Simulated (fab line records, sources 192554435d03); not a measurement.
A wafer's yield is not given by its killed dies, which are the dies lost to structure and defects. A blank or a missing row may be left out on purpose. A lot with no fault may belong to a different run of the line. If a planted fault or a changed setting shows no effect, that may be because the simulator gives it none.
Which tool is to blame? ; flow n5_finfet ; at 1 step of a route of 1938, 12 lots with 36 wafers sampled

WHAT EACH GAUGE READ, for each wafer
N5_FIN_SAQP_CD_MEAS_37 targets a cd of 8 nm.
lot;measured;on;cd_nm (nm)
L075;day 2 10:36;cd_sem-03;7.84 7.83 7.56
L077;day 2 20:43;cd_sem-01;8.01 8.05 8.15
L079;day 3 08:17;cd_sem-03;7.90 7.87 8.34
L081;day 3 20:47;cd_sem-01;8.39 8.48 8.38
L083;day 4 08:13;cd_sem-03;8.13 7.85 8.19
L085;day 4 21:50;cd_sem-03;7.86 8.66 8.28
L087;day 5 08:56;cd_sem-01;8.10 8.45 7.81
L089;day 5 19:38;cd_sem-01;8.07 8.11 8.02
L091;day 6 08:47;cd_sem-01;8.12 7.74 8.48
L093;day 6 19:28;cd_sem-02;8.18 8.14 8.09
L095;day 7 07:49;cd_sem-02;8.26 8.09 7.90
L097;day 7 21:00;cd_sem-02;7.69 7.99 7.85

EACH LOT AND THE TOOL THAT RAN IT (in order: tool; ch and the chambers of the sampled wafers; start)
The record shows no process step preceding these readings.

THE ANSWER, worked out from the rows above alone
Rule: the lots themselves supply what counts as usual. The widest of any qualifying gaps counts: lots, ordered by their means at a reading, are off when they make up no more than a third of the lots, leave a main group of 4 or more, and stand apart from it by 3 or more times the standard deviation of that group's means. A main group whose means are all the same, to the digits that the tables above print for the reading, isn't used. Also off: a lot with no number at a reading for which 4 or more lots have one. Any other lot the step has rows for is counted as sound.
Nothing can be told from this: no lot is off at any reading shown.

WHAT HAD BEEN PUT IN BY THE SIMULATOR
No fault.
